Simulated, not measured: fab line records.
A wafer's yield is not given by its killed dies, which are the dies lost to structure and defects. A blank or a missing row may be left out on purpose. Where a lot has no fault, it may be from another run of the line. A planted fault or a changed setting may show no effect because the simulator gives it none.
fab line records -- flow nandHarc
record: lots: 14, wafers: 42, lastDay: 33
route steps=1302 shown P_STI@98 HYBRID_BOND@1243 THIN_TSV@1245 END@1302
lots that met no fault: taken from a fault-free run of the same line
startH: hours from the record's opening day to when the first of the lot's shown wafers began -- waitH: hours elapsed since this lot's preceding step -- " unchanged from the row above -- L1.1+2: a single row standing in for several wafers -- - no value, or no start was given -- * or withheld: withheld -- < > ~ a bound
route shown NAME@n: names a module that has steps shown in the file, with the first one's number in the route -- usual: average and standard deviation across the fault-free wafers -- same: alike in all rows -- chamber/n: place in a boat -- sites: readings site by site -- _std_site: standard deviation across them -- _edge_site: inner sites' mean taken away from outer sites' mean -- radiusMm: how far each site lies from the wafer's centre -- mask NAME#n: copy n -- behind: the last tool/chamber to shape the wafer -- hold: cause of the lot's hold/its duration in hours/its outcome -- device: names the non-switching transistor (n, p or np) -- end of line: the tests these same wafers got at the end of their route -- a step with no rows: only its recipe -- killed: count of dies lost to structure and defects at first sort (not the wafer's yield) -- map: a wafer's dies, x killed, . not, _ none there
set.NAME: the setting the step ran with; set.NAME@STEP: the setting that earlier step ran with -- model.NAME: the simulator's own value behind a step, which no gauge read
the route's steps for a sample of lots (tables are steps, rows are wafers)
services: from which hour (startH, from the record's first day; less than 0 if before it) a tool's chamber was out of use, for how many hours, and why
== steps ==
step: NHARC_P_STI_HDPCVD_20
recipe: targetThkA: withheld, sigmaOpenFrac: withheld, material: SiO2
lot.wafer,tool,chamber,startH,waitH
L672.2+3+5,hdpcvd-01,0,64.50,0.4
L673.3+6+5,hdpcvd-01,"1,1,0",75.93,0.5
L674.4+3+5,hdpcvd-01,"1,0,1",83.74,0.5
L675.2+3+5,hdpcvd-01,1,100.72,0.5
L676.1+4+6,hdpcvd-01,"0,1,0",105.08,0.5
L677.2+4+6,hdpcvd-01,"0,1,1",118.56,0.4
L679.1+3+6,hdpcvd-01,"1,1,0",136.78,0.5
L680.4+3+5,hdpcvd-01,"1,0,1",145.28,0.5
L681.2+6+5,hdpcvd-01,"1,0,1",159.46,0.5
L682.1+3+6,hdpcvd-01,0,165.27,0.5
L683.2+1+5,hdpcvd-01,"1,0,1",172.45,0.4
L684.4+5+6,hdpcvd-01,"1,0,1",183.69,0.6
L692.1+2+5,hdpcvd-01,"0,1,1",262.43,0.4
L693.3+6+5,hdpcvd-01,"1,0,1",275.20,0.6
step: NHARC_HYBRID_BOND_INSPECT_06
recipe: inspectInstrument: irVoid
usual: rawDefectCount: 91/42
lot.wafer,tool,chamber,startH,waitH,rawDefectCount
L672.2,defectInspect-02,-,559.64,0.1,127
L672.3,defectInspect-02,-,559.64,0.1,126
L672.5,defectInspect-02,-,559.64,0.1,119
L673.3,defectInspect-02,-,559.67,0.1,60
L673.5,defectInspect-02,-,559.67,0.1,65
L673.6,defectInspect-02,-,559.67,0.1,61
L674.3,defectInspect-01,-,572.91,0.1,66
L674.4,defectInspect-01,-,572.91,0.1,63
L674.5,defectInspect-01,-,572.91,0.1,61
L675.2,defectInspect-02,-,605.94,0.1,146
L675.3,defectInspect-02,-,605.94,0.1,171
L675.5,defectInspect-02,-,605.94,0.1,163
L676.1,defectInspect-01,-,615.00,0.0,27
L676.4,defectInspect-01,-,615.00,0.0,33
L676.6,defectInspect-01,-,615.00,0.0,22
L677.2,defectInspect-02,-,622.81,0.1,35
L677.4,defectInspect-02,-,622.81,0.1,31
L677.6,defectInspect-02,-,622.81,0.1,34
L679.1,defectInspect-01,-,622.81,0.0,123
L679.3,defectInspect-01,-,622.81,0.0,137
L679.6,defectInspect-01,-,622.81,0.0,123
L683.2,defectInspect-02,-,644.14,0.1,128
L683.5,defectInspect-02,-,644.14,0.1,121
L680.3,defectInspect-01,-,644.15,0.1,80
L680.4,defectInspect-01,-,644.15,0.1,73
L680.5,defectInspect-01,-,644.15,0.1,78
L681.2,defectInspect-01,-,651.31,0.1,159
L681.5,defectInspect-01,-,651.31,0.1,144
L681.6,defectInspect-01,-,651.31,0.1,125
L682.6,defectInspect-02,-,651.32,0.1,24
L684.5,defectInspect-02,-,680.84,0.1,67
L684.6,defectInspect-02,-,680.84,0.1,78
L692.1,defectInspect-01,-,753.84,0.1,124
L692.2,defectInspect-01,-,753.84,0.1,120
L692.5,defectInspect-01,-,753.84,0.1,119
L693.3,defectInspect-01,-,768.64,0.1,101
L693.5,defectInspect-01,-,768.64,0.1,79
L693.6,defectInspect-01,-,768.64,0.1,87
step: NHARC_THIN_TSV_CMP_01
recipe: targetThkUm: 3
usual: motorCurrentA: 12.5/0.97
lot.wafer,tool,chamber,startH,waitH,motorCurrentA
L672.3,cmp-01,1,561.07,0.7,12.3
L672.2,cmp-01,2,561.07,0.7,13.0
L672.5,cmp-01,3,561.07,0.7,14.1
L673.3,cmp-01,0,563.49,0.7,11.1
L673.6,cmp-01,2,563.49,0.7,13.4
L673.5,cmp-01,3,563.49,0.7,14.3
L674.4,cmp-02,0,574.30,0.4,12.3
L674.3,cmp-02,1,574.30,0.4,12.6
L674.5,cmp-02,3,574.30,0.4,12.0
L675.2,cmp-01,0,607.37,0.9,11.6
L675.3,cmp-01,1,607.37,0.9,12.7
L675.5,cmp-01,2,607.37,0.9,13.0
L676.4,cmp-03,0,616.43,0.5,13.9
L676.1,cmp-03,1,616.43,0.5,11.9
L676.6,cmp-03,2,616.43,0.5,12.4
L677.2,cmp-03,3,624.20,0.8,10.7
L677.4,cmp-03,0,624.20,0.8,13.0
L677.6,cmp-03,0,624.20,0.8,12.8
L679.1,cmp-03,3,625.38,1.0,10.5
L679.3,cmp-03,0,625.38,1.0,13.2
L679.6,cmp-03,0,625.38,1.0,12.4
L683.2,cmp-02,1,645.55,0.9,12.0
L683.5,cmp-02,3,645.55,0.9,11.9
L680.3,cmp-01,0,646.73,0.7,11.1
L680.4,cmp-01,2,646.73,0.7,13.0
L680.5,cmp-01,0,646.73,0.7,11.4
L681.2,cmp-01,3,652.70,0.8,13.6
L681.6,cmp-01,2,652.70,0.8,14.2
L681.5,cmp-01,3,652.70,0.8,13.8
L682.6,cmp-02,0,653.98,0.1,12.8
L684.5,cmp-01,0,682.29,0.3,11.1
L684.6,cmp-01,1,682.29,0.3,12.8
L692.1,cmp-02,3,756.40,1.0,11.6
L692.2,cmp-02,1,756.40,1.0,13.0
L692.5,cmp-02,0,756.40,1.0,12.6
L693.3,cmp-01,1,770.05,0.7,12.7
L693.5,cmp-01,3,770.05,0.7,13.7
L693.6,cmp-01,0,770.05,0.7,11.8
step: NHARC_THIN_TSV_ETCH_15
recipe: targetDepthA: 30000, boschTargetOveretchCycles: 2, boschEtchStepS: 2.8, boschDepStepS: 1.2, boschCycles: 14
usual: drypumpMotorCurrentA: 5.9/0.41, heBacksideLeakSccm: 2.7/0.33
lot.wafer,tool,chamber,startH,waitH,drypumpMotorCurrentA,heBacksideLeakSccm,rfHoursCounterH
L672.2,rieSi-03,3,563.15,-,6.4,3.0,0.9
L672.3,rieSi-03,2,563.15,-,6.0,3.1,0.8
L672.5,rieSi-03,3,563.15,-,6.4,3.2,-
L673.3,rieSi-03,1,565.51,-,6.7,2.9,0.9
L673.6,rieSi-03,2,565.51,-,6.1,2.7,-
L673.5,rieSi-03,3,565.51,-,6.4,3.0,-
L674.3,rieSi-02,1,576.28,-,5.9,2.4,0.7
L674.4,rieSi-02,0,576.28,-,6.0,2.6,0.6
L674.5,rieSi-02,2,576.28,-,5.3,2.4,-
L675.3,rieSi-02,3,609.46,-,6.2,2.8,0.8
L675.2,rieSi-02,1,609.46,-,6.0,2.3,0.9
L675.5,rieSi-02,0,609.46,-,6.0,2.6,-
L676.1,rieSi-06,0,618.52,-,5.4,2.8,0.0
L676.4,rieSi-06,3,618.52,-,5.7,2.5,0.0
L676.6,rieSi-06,1,618.52,-,5.4,2.3,-
L677.2,rieSi-03,0,626.47,-,5.4,3.0,0.4
L677.4,rieSi-03,2,626.47,-,6.0,2.9,0.3
L677.6,rieSi-03,0,626.47,-,5.5,2.8,-
L679.1,rieSi-02,1,627.39,-,5.9,2.3,1.0
L679.3,rieSi-02,0,627.39,-,6.0,2.6,0.8
L679.6,rieSi-02,2,627.39,-,5.3,2.7,-
L683.2,rieSi-06,1,647.66,-,5.4,2.4,0.2
L683.5,rieSi-06,0,647.66,-,5.4,2.8,-
L680.4,rieSi-02,2,648.86,-,5.3,2.6,0.1
L680.3,rieSi-02,1,648.86,-,5.9,2.3,0.1
L680.5,rieSi-02,3,648.86,-,6.3,2.9,-
L681.2,rieSi-03,0,654.83,-,5.4,2.8,0.7
L681.5,rieSi-03,3,654.83,-,6.4,3.0,-
L681.6,rieSi-03,0,654.83,-,5.4,2.7,-
L682.6,rieSi-02,0,656.55,-,6.0,2.5,-
L684.6,rieSi-06,2,684.32,-,6.1,3.0,-
L684.5,rieSi-06,3,684.32,-,5.7,2.5,-
L692.1,rieSi-06,3,758.54,-,5.7,2.5,0.8
L692.2,rieSi-06,0,758.54,-,5.5,2.8,0.8
L692.5,rieSi-06,3,758.54,-,5.7,2.4,-
L693.3,rieSi-06,1,772.14,-,5.4,2.4,1.0
L693.5,rieSi-06,1,772.14,-,5.5,2.5,-
L693.6,rieSi-06,2,772.14,-,6.1,2.6,-
step: NHARC_END_SORT_01
recipe: tempC: 25
usual: killedAtArray: 53/19, killedAtOther: 0.8/1.2, killedAtPeriphery: 3.7/2.3, killedDies: 57/19, killedOpen: 3.2/1.7, killedShort: 2.6/1.8
same: grossDies: 677
lot.wafer,tool,chamber,startH,waitH,killedAtArray,killedAtOther,killedAtPeriphery,killedDies,killedOpen,killedShort
L683.1,prober-02,0,662.24,2.5,66,1,610,677,3,6
L683.2,prober-02,0,663.03,2.8,74,2,1,77,3,3
L683.5,prober-02,0,665.42,3.7,54,2,3,59,3,3
L682.1,prober-01,0,670.02,2.5,17,1,659,677,1,1
L682.3,prober-01,0,671.61,3.1,19,0,658,677,2,2
L682.6,prober-01,0,674.00,4.0,21,0,6,27,2,4
L684.4,prober-01,0,700.87,3.4,48,2,627,677,4,2
L684.5,prober-01,0,701.67,3.7,40,1,2,43,2,3
L684.6,prober-01,0,702.48,4.0,53,0,3,56,4,3
killed by level:class
L683.1 P_STI:areaHdpcvd=607 A_SLIT:chamberFilmFlake=34 A_CHANNEL_HOLE_D1:chamberFilmFlake=17 A_CHANNEL_HOLE_D2:chamberFilmFlake=2 A_CONTACT:chamberFilmFlake=2 P_STI:geometricParticle:open=1 P_CONTACT:geometricParticle:open=1 P_M0:geometricParticle:open=1
L683.2 A_CHANNEL_HOLE_D1:chamberFilmFlake=35 A_SLIT:chamberFilmFlake=23 A_DECK1_JOINT:chamberFilmFlake=3 A_CONTACT:chamberFilmFlake=3 A_ONON_D2:geometricParticle:open=2 A_WL_FILL:geometricParticle:short=2 A_ZERO_WELL:chamberFilmFlake=2 THIN_TSV:chamberFilmFlake=2
L683.5 A_SLIT:chamberFilmFlake=23 A_CHANNEL_HOLE_D1:chamberFilmFlake=15 A_CONTACT:chamberFilmFlake=5 A_DECK1_JOINT:geometricParticle:open=3 A_WL_FILL:chamberFilmFlake=2 THIN_TSV:chamberFilmFlake=2 A_CHANNEL_HOLE_D2:geometricParticle:short=1 A_CHANNEL_FILL_D2:geometricParticle:short=1
L682.1 P_STI:areaHdpcvd=657 A_CHANNEL_HOLE_D1:chamberFilmFlake=6 A_CHANNEL_FILL_D2:chamberFilmFlake=4 A_SLIT:chamberFilmFlake=2 A_DECK1_JOINT:geometricParticle:open=1 A_DECK1_JOINT:geometricParticle:short=1 P_STI:chamberFilmFlake=1 P_GATE:chamberFilmFlake=1
L682.3 P_STI:areaHdpcvd=656 A_CHANNEL_HOLE_D1:chamberFilmFlake=5 A_SLIT:chamberFilmFlake=4 A_CHANNEL_HOLE_D2:chamberFilmFlake=3 A_CHANNEL_FILL_D2:chamberFilmFlake=3 P_M0:geometricParticle:open=1 A_ONON_D1:geometricParticle:short=1 A_CHANNEL_FILL_D2:geometricParticle:short=1
L682.6 P_M1:chamberFilmFlake=4 A_CHANNEL_HOLE_D1:chamberFilmFlake=4 A_SLIT:chamberFilmFlake=3 A_CONTACT:chamberFilmFlake=3 A_WL_FILL:geometricParticle:short=2 A_CHANNEL_FILL_D2:chamberFilmFlake=2 A_STAIRCASE:chamberFilmFlake=2 P_M1:geometricParticle:short=1
L684.4 P_STI:areaHdpcvd=621 A_CHANNEL_HOLE_D1:chamberFilmFlake=30 A_CHANNEL_HOLE_D2:chamberFilmFlake=9 A_DECK1_JOINT:geometricParticle:open=2 P_ZERO_WELL:chamberFilmFlake=2 A_DECK1_JOINT:chamberFilmFlake=2 A_STAIRCASE:chamberFilmFlake=2 THIN_TSV:chamberFilmFlake=2
L684.5 A_CHANNEL_HOLE_D1:chamberFilmFlake=18 A_CHANNEL_HOLE_D2:chamberFilmFlake=13 A_STAIRCASE:chamberFilmFlake=2 P_GATE:geometricParticle:open=1 A_SOURCE_PLATE:geometricParticle:short=1 A_ONON_D1:geometricParticle:open=1 A_DECK1_JOINT:geometricParticle:short=1 A_CHANNEL_FILL_D2:geometricParticle:short=1
L684.6 A_CHANNEL_HOLE_D1:chamberFilmFlake=28 A_CHANNEL_HOLE_D2:chamberFilmFlake=11 A_SLIT:chamberFilmFlake=3 A_CHANNEL_HOLE_D1:geometricParticle:short=2 A_CONTACT:geometricParticle:open=2 A_STAIRCASE:chamberFilmFlake=2 P_M0:geometricParticle:open=1 A_ONON_D2:geometricParticle:short=1
== services ==
tool,chamber,startH,hours,kind
cmp-01,-,60.44,0.3,repair
rieSi-06,-,72.00,9.0,pm
cmp-01,-,82.06,0.6,repair
cmp-01,-,87.68,4.0,pm
rieSi-02,-,100.00,9.0,pm
hdpcvd-01,-,185.00,13.0,pm
cmp-01,-,185.68,4.0,pm
cmp-01,-,277.63,1.7,repair
cmp-01,-,283.68,4.0,pm
cmp-01,-,318.22,0.6,repair
hdpcvd-01,-,366.00,13.0,pm
cmp-01,-,381.68,4.0,pm
cmp-01,-,389.54,3.4,repair
cmp-01,-,409.60,2.0,repair
cmp-01,-,479.68,4.0,pm
cmp-01,-,484.06,0.4,repair
hdpcvd-01,-,535.89,1.9,repair
hdpcvd-01,-,547.00,13.0,pm
cmp-01,-,577.68,4.0,pm
cmp-01,-,672.33,1.6,repair
cmp-01,-,675.68,4.0,pm
cmp-01,-,691.85,2.3,repair
hdpcvd-01,-,708.70,1.2,repair
hdpcvd-01,-,728.00,13.0,pm
== key ==
firstSign: step: NHARC_END_SORT_01, reading: killedAtPeriphery, direction: up, sigmas: 99+, usual: 3.7, struck: 638.5
effect: step: NHARC_END_SORT_01, reading: killedDies, direction: up, sigmas: 32, usual: 57, struck: 677
moreKillsBornAt: NHARC_P_STI_HDPCVD_20@hdpcvd-01: 2541
metAt NHARC_P_STI_HDPCVD_20
struckLots L682,L683,L684
struckWafers L682.1,L682.3,L683.1,L684.4
laterRowsLeftOut L682.1,L682.3,L683.1,L684.4
testerLeftOut L682,L683,L684
notActingAt NHARC_HYBRID_BOND_INSPECT_06,NHARC_THIN_TSV_CMP_01,NHARC_THIN_TSV_ETCH_15
onsetBetween 159.46 165.27
fault: kind: processParameterDrift, tool: hdpcvd-01, chamber: -, onsetH: 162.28, steps: NHARC_P_STI_HDPCVD_20, channel: targetThkA, offset: withheld, shape: step, endH: 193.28, scope: struckWafersOnly
testerLeftOut: of these lots the tester's yield and bins aren't shown, on N5 and GAA mostly nor the transistor test; their killed dies are dies lost to structure and defects alone, not to doping, threshold or leakage, so they don't give the yield
laterRowsLeftOut: the simulator's readings of these wafers behind a module that went badly wrong aren't trusted and aren't shown, but for the sort
